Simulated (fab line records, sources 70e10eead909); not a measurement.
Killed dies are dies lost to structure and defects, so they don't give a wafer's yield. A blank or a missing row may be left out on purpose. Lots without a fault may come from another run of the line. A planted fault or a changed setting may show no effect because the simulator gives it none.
fab line records | flow nand_harc
record lots=24 wafers=72 last_day=34
route steps=1302 shown A_CONTACT@1040
lots that met no fault: from a run of the same line without faults
start_h: hours from the record's first day to the start of the lot's first wafer shown | wait_h: hours since the lot's step before | " the same as in the row above | L1.1+2: a row that stands for several wafers | - no value, or no start given | * or withheld: withheld | < > ~ a bound
route shown NAME@n: a module of which the file shows steps, and the number in the route of the first | usual: mean/standard deviation of fault-free wafers | same: alike in all rows | chamber/n: place in a boat | sites: the reading at each site | _std_site: their standard deviation | _edge_site: outer sites' mean less inner sites' | radius_mm: how far each site lies from the wafer's centre | mask NAME#n: copy n | behind: the tool/chamber that last shaped the wafer | hold: why the lot was held/for how many hours/how that ended | device: the transistor (n, p or np) that didn't switch | end of line: the same wafers' tests at the end of the route | a step without rows: its recipe alone | killed: dies lost to structure and defects at the first sort, not the wafer's yield | map: a wafer's dies, x killed, . not, _ none there
set.NAME: the setting as run; set.NAME@STEP: as run at that earlier step | model.NAME: the simulator's own value behind a step, which no gauge read
steps of the route over a sample of lots; a table a step, a row a wafer
services: from which hour (start_h, from the record's first day; less than 0 if before it) a tool's chamber was out of use, for how many hours, and why
## steps
# step NHARC_A_CONTACT_OVL_MEAS_70
# usual overlay_x_nm=0.1/0.79 overlay_y_nm=0.1/1
# columns lot.wafer tool chamber start_h wait_h overlay_x_nm overlay_y_nm
L074.3 overlay-01 - 499.28 - -0.7 0.8
L074.5 " - " " -0.2 0.7
L074.6 " - " " -0.4 0.6
L076.1 overlay-02 - 514.24 - -0.6 -0.7
L076.3 " - " " -1.7 -0.8
L076.4 " - " " -1.3 0.0
L075.2 overlay-01 - 515.56 - -0.4 -1.4
L075.4 " - " " -0.4 -0.5
L075.5 " - " " -0.4 -0.7
L077.1 overlay-02 - 531.71 - 1.5 1.1
L077.4 " - " " 1.3 1.1
L077.5 " - " " 1.0 1.3
L079.1 overlay-01 - 545.28 - -0.6 -0.7
L079.3 " - " " -0.7 -0.7
L079.4 " - " " -0.4 -0.8
L080.2 overlay-02 - 546.22 - -0.8 -0.8
L080.3 " - " " -0.3 -1.2
L080.4 " - " " -0.7 -0.9
L078.2 overlay-02 - 549.45 - -0.7 0.6
L078.3 " - " " -0.7 0.2
L078.4 " - " " -0.3 0.4
L081.3 overlay-01 - 581.19 - 0.6 -0.4
L081.5 " - " " 0.2 -0.8
L081.6 " - " " 0.4 -1.3
L082.1 overlay-02 - 583.32 - 0.4 0.8
L082.4 " - " " 0.4 0.2
L082.6 " - " " 0.6 0.2
L083.3 overlay-01 - 602.79 - 1.3 1.3
L083.4 " - " " 1.4 1.1
L083.6 " - " " 1.2 0.9
L084.1 overlay-02 - 609.39 - -0.1 -0.5
L084.2 " - " " -1.1 -0.6
L084.6 " - " " -0.6 -0.2
L085.1 overlay-01 - 620.13 - 0.4 0.3
L085.4 " - " " -0.4 0.1
L085.5 " - " " -0.3 0.3
L087.1 overlay-01 - 620.80 - -0.1 0.0
L087.5 " - " " -0.3 0.0
L087.6 " - " " -0.4 -0.7
L086.1 overlay-01 - 632.65 - 0.1 0.4
L086.3 " - " " 0.0 0.3
L086.4 " - " " 0.0 0.4
L089.1 overlay-01 - 643.68 - -1.6 1.1
L089.3 " - " " -1.0 1.1
L089.6 " - " " -1.0 1.1
L088.1 overlay-01 - 644.20 - 0.4 0.0
L088.5 " - " " 1.0 -0.8
L088.6 " - " " 0.9 -0.1
L090.2 overlay-01 - 661.82 - 1.2 -1.6
L090.5 " - " " 1.2 -0.9
L090.6 " - " " 1.4 -1.3
L091.2 overlay-01 - 679.18 - 0.6 1.9
L091.3 " - " " 0.9 1.3
L091.5 " - " " 0.9 1.5
L092.2 overlay-02 - 679.34 - -0.1 -1.3
L092.3 " - " " 0.6 -1.4
L092.5 " - " " 0.5 -0.8
L093.2 overlay-01 - 694.86 - -0.4 2.4
L093.4 " - " " 0.0 2.6
L093.5 " - " " -0.6 2.9
L094.2 overlay-02 - 697.70 - -0.4 1.6
L094.3 " - " " 0.4 1.6
L094.5 " - " " 0.0 1.7
L095.3 overlay-01 - 711.28 - 1.1 0.0
L095.4 " - " " 1.2 0.1
L095.6 " - " " 0.6 -0.3
L096.1 overlay-02 - 711.44 - 0.4 -1.3
L096.3 " - " " 0.7 -0.9
L096.4 " - " " 0.7 -1.6
L097.1 overlay-02 - 757.14 - 0.9 -0.6
L097.4 " - " " 1.2 -0.8
L097.5 " - " " 0.8 -0.4
# step NHARC_A_CONTACT_INSPECT_71
# usual raw_defect_count=79/31
# columns lot.wafer tool chamber start_h wait_h raw_defect_count
L074.3 defect_inspect-02 - 499.31 0.0 50
L074.5 " - " " 41
L074.6 " - " " 50
L076.1 defect_inspect-02 - 514.28 0.0 113
L076.3 " - " " 98
L076.4 " - " " 105
L075.2 defect_inspect-02 - 515.60 0.0 57
L075.4 " - " " 53
L075.5 " - " " 61
L077.1 defect_inspect-01 - 531.75 0.0 70
L077.4 " - " " 65
L077.5 " - " " 64
L079.1 defect_inspect-02 - 545.32 0.0 26
L079.3 " - " " 21
L079.4 " - " " 18
L080.2 defect_inspect-02 - 546.25 0.0 103
L080.3 " - " " 114
L080.4 " - " " 91
L078.2 defect_inspect-01 - 549.49 0.0 95
L078.3 " - " " 97
L078.4 " - " " 94
L081.3 defect_inspect-01 - 581.22 0.0 61
L081.5 " - " " 68
L081.6 " - " " 70
L082.1 defect_inspect-01 - 583.36 0.0 111
L082.4 " - " " 115
L082.6 " - " " 115
L083.3 defect_inspect-01 - 602.83 0.0 34
L083.4 " - " " 43
L083.6 " - " " 42
L084.1 defect_inspect-01 - 609.42 0.0 69
L084.2 " - " " 73
L084.6 " - " " 57
L085.1 defect_inspect-01 - 620.17 0.0 146
L085.4 " - " " 121
L085.5 " - " " 129
L087.1 defect_inspect-01 - 620.83 0.0 44
L087.5 " - " " 52
L087.6 " - " " 48
L086.1 defect_inspect-01 - 632.69 0.0 75
L086.3 " - " " 74
L086.4 " - " " 81
L089.1 defect_inspect-01 - 643.71 0.0 79
L089.3 " - " " 77
L089.6 " - " " 65
L088.1 defect_inspect-01 - 644.23 0.0 93
L088.5 " - " " 104
L088.6 " - " " 92
L090.2 defect_inspect-01 - 661.86 0.0 109
L090.5 " - " " 109
L090.6 " - " " 104
L091.2 defect_inspect-01 - 679.22 0.0 60
L091.3 " - " " 60
L091.5 " - " " 68
L092.2 defect_inspect-01 - 679.38 0.0 120
L092.3 " - " " 134
L092.5 " - " " 104
L093.2 defect_inspect-02 - 694.90 0.0 45
L093.4 " - " " 27
L093.5 " - " " 25
L094.2 defect_inspect-02 - 697.74 0.0 132
L094.3 " - " " 124
L094.5 " - " " 141
L095.3 defect_inspect-01 - 711.31 0.0 74
L095.4 " - " " 64
L095.6 " - " " 62
L096.1 defect_inspect-02 - 711.48 0.0 87
L096.3 " - " " 86
L096.4 " - " " 85
L097.1 defect_inspect-01 - 757.18 0.0 79
L097.4 " - " " 58
L097.5 " - " " 69
# step NHARC_A_CONTACT_ETCH_133
# recipe source_w=withheld pressure_mtorr=20 bias_v=400 time_s=374 target_depth_a=16100 ar_flow_sccm=withheld c4f8_flow_sccm=11.5 o2_flow_sccm=7.2 chemistry=C4F8/O2/Ar
# usual chamber_pressure_mTorr=20.000/0.02
# columns lot.wafer tool chamber start_h wait_h chamber_pressure_mTorr rf_hours_counter_h
L074.3 har_cap_etch-02 0 503.10 0.4 20.007 -
L074.6 " 1 " " 19.986 -
L074.5 " 0 " " 20.027 -
L076.1 har_cap_etch-01 0 517.50 0.1 20.008 1
L076.3 " 0 " " 20.009 -
L076.4 " 1 " " 20.017 -
L075.2 har_cap_etch-02 1 518.82 0.1 20.025 91
L075.4 " 1 " " 20.016 -
L075.5 " 0 " " 19.985 -
L077.1 har_cap_etch-01 0 535.04 0.2 20.026 5
L077.4 " 1 " " 19.994 -
L077.5 " 1 " " 19.986 -
L080.2 har_cap_etch-02 1 549.46 0.1 20.015 97
L080.4 " 1 " " 19.985 -
L080.3 " 0 " " 19.972 -
L079.1 har_cap_etch-01 1 552.58 0.2 20.014 9
L079.4 " 0 " " 20.013 -
L079.3 " 1 " " 19.991 -
L078.2 har_cap_etch-03 1 552.77 0.2 19.995 53
L078.4 " 1 " " 20.004 -
L078.3 " 0 " " 19.965 -
L081.3 har_cap_etch-03 0 584.65 0.3 19.944 -
L081.6 " 1 " " 20.010 -
L081.5 " 0 " " 19.988 -
L082.1 har_cap_etch-02 1 586.64 0.2 19.985 102
L082.4 " 0 " " 20.005 -
L082.6 " 1 " " 20.009 -
L083.3 har_cap_etch-03 0 606.18 0.2 19.976 -
L083.4 " 1 " " 19.980 -
L083.6 " 0 " " 19.987 -
L084.1 har_cap_etch-03 0 612.86 0.1 20.009 61
L084.2 " 1 " " 20.003 61
L084.6 " 0 " " 19.992 -
L085.1 har_cap_etch-03 1 623.50 0.2 20.026 63
L085.4 " 1 " " 20.018 -
L085.5 " 1 " " 19.991 -
L087.1 har_cap_etch-02 0 624.10 0.1 20.015 110
L087.6 " 0 " " 19.975 -
L087.5 " 1 " " 20.024 -
L086.1 har_cap_etch-01 1 636.02 0.1 20.057 24
L086.3 " 1 " " 20.006 -
L086.4 " 0 " " 19.974 -
L089.1 har_cap_etch-01 0 647.53 0.1 20.040 25
L089.3 " 0 " " 19.983 -
L089.6 " 0 " " 19.999 -
L088.1 har_cap_etch-03 1 648.40 0.1 20.016 68
L088.5 " 1 " " 20.000 -
L088.6 " 0 " " 20.026 -
L090.2 har_cap_etch-01 0 665.35 0.1 20.007 29
L090.6 " 0 " " 19.991 -
L090.5 " 1 " " 20.013 -
L092.2 har_cap_etch-03 0 682.74 0.2 20.027 74
L092.3 " 1 " " 20.023 -
L092.5 " 0 " " 20.007 -
L091.2 har_cap_etch-02 1 682.80 0.1 19.986 120
L091.3 " 0 " " 20.045 -
L091.5 " 1 " " 19.980 -
L093.2 har_cap_etch-03 0 698.50 0.2 19.997 77
L093.4 " 1 " " 20.008 -
L093.5 " 0 " " 20.015 -
L094.2 har_cap_etch-01 0 700.96 0.1 19.987 36
L094.3 " 0 " " 19.951 -
L094.5 " 1 " " 19.989 -
L096.1 har_cap_etch-01 0 715.07 0.2 19.981 39
L096.4 " 1 " " 19.983 -
L096.3 " 0 " " 20.025 -
L095.3 har_cap_etch-03 1 715.50 0.4 19.977 -
L095.4 " 0 " " 19.995 -
L095.6 " 1 " " 19.961 -
L097.1 har_cap_etch-01 1 761.19 0.2 19.989 45
L097.4 " 0 " " 20.008 -
L097.5 " 1 " " 20.008 -
# step NHARC_A_CONTACT_INSPECT_10
# usual raw_defect_count=80/32
# columns lot.wafer tool chamber start_h wait_h raw_defect_count
L074.3 defect_inspect-01 - 507.64 0.0 52
L074.5 " - " " 44
L074.6 " - " " 53
L076.1 defect_inspect-02 - 522.03 0.0 117
L076.3 " - " " 102
L076.4 " - " " 108
L075.2 defect_inspect-02 - 523.38 0.0 60
L075.4 " - " " 52
L075.5 " - " " 63
L077.1 defect_inspect-02 - 541.56 0.0 69
L077.4 " - " " 61
L077.5 " - " " 66
L080.2 defect_inspect-01 - 554.70 0.0 107
L080.3 " - " " 112
L080.4 " - " " 90
L079.1 defect_inspect-02 - 557.29 0.0 29
L079.3 " - " " 22
L079.4 " - " " 20
L078.2 defect_inspect-01 - 557.98 0.0 95
L078.3 " - " " 106
L078.4 " - " " 103
L081.3 defect_inspect-02 - 589.57 0.0 61
L081.5 " - " " 67
L081.6 " - " " 64
L082.1 defect_inspect-01 - 591.11 0.0 111
L082.4 " - " " 123
L082.6 " - " " 121
L083.3 defect_inspect-01 - 610.47 0.0 33
L083.4 " - " " 42
L083.6 " - " " 42
L084.1 defect_inspect-01 - 621.91 0.0 72
L084.2 " - " " 66
L084.6 " - " " 62
L085.1 defect_inspect-01 - 634.47 0.0 145
L085.4 " - " " 116
L085.5 " - " " 138
L087.1 defect_inspect-01 - 635.31 0.0 49
L087.5 " - " " 58
L087.6 " - " " 51
L086.1 defect_inspect-01 - 645.62 0.0 77
L086.3 " - " " 72
L086.4 " - " " 82
L089.1 defect_inspect-01 - 654.09 0.0 80
L089.3 " - " " 80
L089.6 " - " " 70
L088.1 defect_inspect-01 - 654.39 0.0 100
L088.5 " - " " 103
L088.6 " - " " 99
L090.2 defect_inspect-01 - 671.65 0.0 112
L090.5 " - " " 109
L090.6 " - " " 113
L092.2 defect_inspect-01 - 687.51 0.0 127
L092.3 " - " " 135
L092.5 " - " " 103
L091.2 defect_inspect-02 - 689.01 0.0 66
L091.3 " - " " 57
L091.5 " - " " 70
L093.2 defect_inspect-01 - 707.10 0.0 50
L093.4 " - " " 31
L093.5 " - " " 29
L094.2 defect_inspect-01 - 708.05 0.0 139
L094.3 " - " " 129
L094.5 " - " " 145
L096.1 defect_inspect-02 - 719.58 0.0 84
L096.3 " - " " 85
L096.4 " - " " 87
L095.3 defect_inspect-02 - 720.15 0.0 76
L095.4 " - " " 62
L095.6 " - " " 62
L097.1 defect_inspect-02 - 769.81 0.0 73
L097.4 " - " " 58
L097.5 " - " " 67
# step NHARC_A_CONTACT_ETCH_137
# recipe source_w=withheld pressure_mtorr=20 bias_v=1200 time_s=311 target_depth_a=19120 ar_flow_sccm=withheld c4f8_flow_sccm=withheld o2_flow_sccm=withheld chemistry=C4F8/O2/Ar
# usual chamber_pressure_mTorr=19.999/0.019
# columns lot.wafer tool chamber start_h wait_h chamber_pressure_mTorr rf_hours_counter_h
L074.3 har_cap_etch-03 1 509.65 0.2 20.007 -
L074.5 " 1 " " 19.991 -
L074.6 " 0 " " 20.014 -
L076.1 har_cap_etch-01 1 523.95 0.2 20.009 2
L076.3 " 1 " " 20.002 -
L076.4 " 0 " " 19.979 -
L075.2 har_cap_etch-02 0 525.31 0.2 20.004 92
L075.4 " 1 " " 19.969 -
L075.5 " 0 " " 20.007 -
L077.1 har_cap_etch-03 1 543.54 0.2 20.027 51
L077.4 " 0 " " 20.014 -
L077.5 " 1 " " 20.037 -
L080.2 har_cap_etch-02 1 556.67 0.2 19.995 98
L080.3 " 0 " " 20.021 -
L080.4 " 1 " " 20.001 -
L079.1 har_cap_etch-01 1 559.53 0.3 20.009 10
L079.3 " 0 " " 19.979 -
L079.4 " 1 " " 20.006 -
L078.2 har_cap_etch-03 1 560.01 0.2 20.009 54
L078.4 " 0 " " 19.998 -
L078.3 " 1 " " 19.983 -
L081.3 har_cap_etch-01 1 591.80 0.2 20.009 -
L081.5 " 1 " " 20.028 -
L081.6 " 0 " " 19.997 -
L082.1 har_cap_etch-03 1 593.25 0.2 20.015 57
L082.4 " 0 " " 19.992 -
L082.6 " 0 " " 20.008 -
L083.3 har_cap_etch-02 0 613.43 0.2 19.998 -
L083.4 " 1 " " 19.972 -
L083.6 " 0 " " 19.990 -
L084.1 har_cap_etch-01 0 623.83 0.2 20.007 21
L084.2 " 1 " " 19.996 21
L084.6 " 0 " " 19.996 -
L085.1 har_cap_etch-03 1 636.69 0.2 19.971 66
L085.4 " 0 " " 20.034 -
L085.5 " 0 " " 20.014 -
L087.1 har_cap_etch-02 0 637.52 0.2 20.009 113
L087.6 " 0 " " 19.971 -
L087.5 " 1 " " 20.026 -
L086.1 har_cap_etch-02 1 647.60 0.2 19.992 114
L086.4 " 0 " " 19.934 -
L086.3 " 1 " " 20.001 -
L089.1 har_cap_etch-02 0 656.06 0.2 20.000 116
L089.3 " 1 " " 19.990 -
L089.6 " 1 " " 20.014 -
L088.1 har_cap_etch-03 0 656.80 0.2 19.974 69
L088.6 " 0 " " 20.014 -
L088.5 " 1 " " 20.024 -
L090.2 har_cap_etch-01 1 673.63 0.2 20.028 30
L090.5 " 0 " " 20.006 -
L090.6 " 1 " " 19.965 -
L092.2 har_cap_etch-03 1 689.48 0.2 19.982 75
L092.3 " 0 " " 20.005 -
L092.5 " 1 " " 20.006 -
L091.2 har_cap_etch-01 0 691.19 0.3 19.980 34
L091.3 " 0 " " 19.993 -
L091.5 " 0 " " 20.010 -
L093.2 har_cap_etch-01 1 709.27 0.2 19.984 37
L093.4 " 0 " " 19.982 -
L093.5 " 0 " " 19.989 -
L094.2 har_cap_etch-02 0 710.17 0.2 20.004 126
L094.3 " 0 " " 19.990 -
L094.5 " 1 " " 20.014 -
L096.1 har_cap_etch-02 0 722.19 0.2 19.990 127
L096.4 " 1 " " 19.999 -
L096.3 " 0 " " 19.980 -
L095.3 har_cap_etch-01 0 722.24 0.2 19.971 -
L095.4 " 1 " " 20.022 -
L095.6 " 1 " " 20.006 -
L097.1 har_cap_etch-01 1 773.68 0.2 19.972 49
L097.4 " 1 " " 20.007 -
L097.5 " 1 " " 19.995 -
# step NHARC_A_CONTACT_ETCH_110
# recipe target_depth_a=600 overetch_a=60 time_s=33 ion_energy_ev=100 cf4_flow_sccm=80 o2_flow_sccm=20 ar_flow_sccm=0 rf_w=300 bias_w=100 chemistry=CF4/O2
# usual chamber_pressure_mTorr=30.003/0.026 drypump_motor_current_A=5.7/0.33 oes_o_777_au=1.001/0.0048 oes_product_au=1.003/0.014 rf_vpp_V=197.3/1.5 showerhead_plenum_p_Torr=1.31/0.058 throttle_valve_pct=13.397/0.0074
# columns lot.wafer tool chamber start_h wait_h chamber_pressure_mTorr drypump_motor_current_A oes_o_777_au oes_product_au rf_hours_counter_h rf_vpp_V showerhead_plenum_p_Torr throttle_valve_pct
L074.3 rie_diel-08 3 511.18 0.1 30.047 6.4 1.000 1.008 42 200.2 1.38 13.399
L074.5 " 2 " " 30.010 5.9 1.000 1.001 - 199.4 1.36 13.415
L074.6 " 3 " " 30.001 6.3 0.996 1.007 - 197.5 1.38 13.411
L076.1 rie_diel-03 0 525.58 0.1 29.995 5.8 1.000 1.022 11 196.1 1.25 13.398
L076.4 " 2 " " 29.966 5.8 1.003 0.994 11 195.7 1.27 13.374
L076.3 " 3 " " 30.039 5.2 1.001 0.995 9 199.9 1.41 13.395
L075.2 rie_diel-03 2 526.97 0.1 29.963 5.8 1.003 0.997 11 195.4 1.27 13.400
L075.4 " 0 " " 30.007 5.8 1.012 1.017 11 196.4 1.25 13.403
L075.5 " 1 " " 29.982 5.1 0.993 1.017 - 196.3 1.29 13.402
L077.1 rie_diel-03 1 545.11 0.1 30.030 5.1 0.999 1.016 16 196.6 1.29 13.399
L077.4 " 2 " " 30.045 5.8 0.996 0.992 15 196.2 1.27 13.392
L077.5 " 1 " " 29.993 5.1 0.999 1.009 - 198.1 1.29 13.400
L080.3 rie_diel-12 1 558.23 0.1 29.995 5.6 1.003 1.003 40 195.7 1.28 13.384
L080.4 " 2 " " 29.982 5.9 0.995 1.001 37 198.4 1.36 13.398
L080.2 " 3 " " 29.979 6.0 1.002 1.001 37 198.8 1.36 13.391
L079.1 rie_diel-08 1 561.35 0.0 29.985 5.4 1.001 1.018 2 195.6 1.28 13.405
L079.3 " 2 " " 29.960 5.9 0.996 1.001 2 198.0 1.36 13.400
L079.4 " 3 " " 30.011 6.4 1.003 0.993 2 198.5 1.38 13.390
L078.2 rie_diel-03 3 561.60 0.1 29.988 5.2 1.006 1.005 16 199.2 1.41 13.405
L078.4 " 0 " " 29.973 5.8 1.007 0.999 19 196.1 1.25 13.413
L078.3 " 1 " " 30.014 5.1 0.993 1.008 19 196.1 1.29 13.397
L081.3 rie_diel-12 3 593.41 0.1 30.035 6.0 0.994 0.983 46 197.8 1.36 13.396
L081.5 " 0 " " 30.023 5.8 0.996 0.994 - 195.1 1.29 13.400
L081.6 " 1 " " 30.013 5.6 0.996 1.005 - 195.9 1.28 13.401
L082.4 rie_diel-03 1 594.90 0.1 30.013 5.1 0.998 1.013 23 197.4 1.29 13.391
L082.1 " 2 " " 29.982 5.8 1.006 0.999 21 196.2 1.27 13.416
L082.6 " 0 " " 30.013 5.8 0.998 1.015 - 196.6 1.25 13.392
L083.4 rie_diel-12 3 614.99 0.1 30.021 6.0 1.009 0.980 53 198.1 1.36 13.407
L083.3 " 0 " " 30.004 5.8 1.006 0.998 59 196.8 1.29 13.404
L083.6 " 2 " " 29.974 5.8 0.998 1.014 - 198.8 1.36 13.395
L084.2 rie_diel-08 3 625.49 0.1 30.017 6.4 0.996 0.989 22 199.3 1.38 13.393
L084.1 " 0 " " 29.991 5.8 1.004 1.007 22 200.6 1.44 13.391
L084.6 " 2 " " 30.016 5.9 1.002 0.996 - 198.8 1.36 13.397
L085.1 rie_diel-12 2 638.37 0.0 29.946 5.8 1.003 1.013 2 196.8 1.35 13.396
L085.4 " 1 " " 29.981 5.6 1.004 0.998 0 195.9 1.27 13.404
L085.5 " 2 " " 30.037 5.8 0.998 1.015 - 197.8 1.35 13.414
L087.1 rie_diel-08 1 642.10 0.0 30.010 5.4 1.004 1.005 31 196.8 1.27 13.392
L087.5 " 1 " " 30.031 5.4 1.001 1.007 - 196.7 1.27 13.384
L087.6 " 2 " " 30.023 6.0 1.001 0.994 - 197.5 1.36 13.396
L086.1 rie_diel-12 3 649.23 0.1 30.018 6.0 1.004 1.033 10 198.2 1.35 13.387
L086.3 " 0 " " 29.981 5.8 1.002 1.022 10 195.7 1.29 13.393
L086.4 " 0 " " 29.985 5.8 1.000 1.004 - 195.2 1.29 13.408
L089.3 rie_diel-03 0 657.63 0.1 30.038 5.8 1.003 1.015 1 196.4 1.24 13.387
L089.1 " 3 " " 30.005 5.2 1.003 0.997 1 199.6 1.41 13.410
L089.6 " 1 " " 29.947 5.1 1.004 1.017 - 197.4 1.29 13.391
L088.1 rie_diel-03 3 658.43 0.1 30.025 5.2 1.007 0.978 2 199.7 1.41 13.404
L088.5 " 0 " " 29.974 5.8 0.995 1.012 - 196.5 1.25 13.397
L088.6 " 1 " " 30.006 5.1 1.002 1.022 - 197.1 1.29 13.394
L090.2 rie_diel-03 0 675.24 0.1 29.967 5.8 0.996 1.008 3 195.4 1.25 13.398
L090.5 " 0 " " 30.045 5.8 0.997 1.006 - 195.9 1.25 13.414
L090.6 " 1 " " 29.986 5.1 0.999 1.020 - 195.5 1.29 13.400
L092.2 rie_diel-08 2 691.05 0.1 30.044 5.9 1.000 0.998 45 198.4 1.35 13.390
L092.3 " 3 " " 30.008 6.4 0.995 0.972 46 197.4 1.37 13.400
L092.5 " 1 " " 30.033 5.4 0.996 1.008 - 196.3 1.27 13.393
L091.2 rie_diel-03 2 693.11 0.1 30.002 5.8 1.008 0.972 8 196.5 1.27 13.393
L091.3 " 0 " " 30.006 5.8 0.997 1.016 7 194.8 1.24 13.395
L091.5 " 2 " " 29.987 5.7 1.000 0.973 - 198.0 1.26 13.396
L093.4 rie_diel-08 0 710.87 0.1 30.050 5.8 0.995 1.005 56 200.6 1.43 13.401
L093.2 " 1 " " 30.009 5.5 0.996 1.003 54 194.6 1.27 13.395
L093.5 " 0 " " 30.018 5.8 0.990 1.005 - 199.6 1.43 13.400
L094.2 rie_diel-08 0 712.78 1.1 30.012 5.8 0.999 1.013 57 200.3 1.43 13.411
L094.3 " 1 " " 30.070 5.5 0.995 1.007 55 194.8 1.27 13.390
L094.5 " 3 " " 29.972 6.4 1.003 0.983 - 199.2 1.37 13.395
L096.1 rie_diel-03 2 723.95 0.1 29.997 5.8 1.004 0.966 15 195.3 1.26 13.394
L096.3 " 1 " " 29.998 5.1 0.998 1.014 - 196.6 1.28 13.396
L096.4 " 2 " " 29.993 5.8 0.994 0.969 - 196.3 1.26 13.400
L095.4 rie_diel-12 1 724.28 0.1 29.974 5.6 0.995 1.003 34 197.2 1.27 13.403
L095.3 " 3 " " 30.018 6.0 1.001 0.998 35 197.3 1.35 13.394
L095.6 " 1 " " 30.018 5.6 1.003 1.009 - 196.4 1.27 13.380
L097.4 rie_diel-12 0 775.28 0.1 29.996 5.8 1.002 1.016 56 197.3 1.28 13.391
L097.1 " 1 " " 29.983 5.6 1.010 1.002 54 196.4 1.26 13.395
L097.5 " 1 " " 29.958 5.6 1.010 1.006 - 197.0 1.26 13.402
## services
# columns tool chamber start_h hours kind
rie_diel-08 0 481.63 3.7 repair
rie_diel-03 3 483.34 3.1 repair
rie_diel-08 - 488.25 0.8 repair
har_cap_etch-01 - 497.00 17.0 pm
rie_diel-03 3 503.18 1.4 repair
rie_diel-12 1 544.04 2.3 repair
rie_diel-08 - 544.88 9.0 pm
rie_diel-12 2 582.04 17.2 repair
rie_diel-08 3 590.36 5.6 repair
rie_diel-03 - 600.39 0.8 repair
rie_diel-08 2 611.67 5.8 repair
har_cap_etch-03 - 615.56 0.6 repair
rie_diel-12 - 624.46 9.0 pm
rie_diel-12 1 633.81 3.7 repair
rie_diel-03 - 635.90 9.0 pm
rie_diel-12 2 638.94 16.7 repair
rie_diel-03 - 666.95 0.5 repair
rie_diel-08 1 678.67 1.2 repair
rie_diel-08 - 721.88 9.0 pm
rie_diel-12 0 751.22 3.8 repair
har_cap_etch-02 - 756.90 17.0 pm
rie_diel-08 3 757.29 2.8 repair
rie_diel-03 0 757.81 12.7 repair
rie_diel-12 0 759.35 3.4 repair
## key
fault none
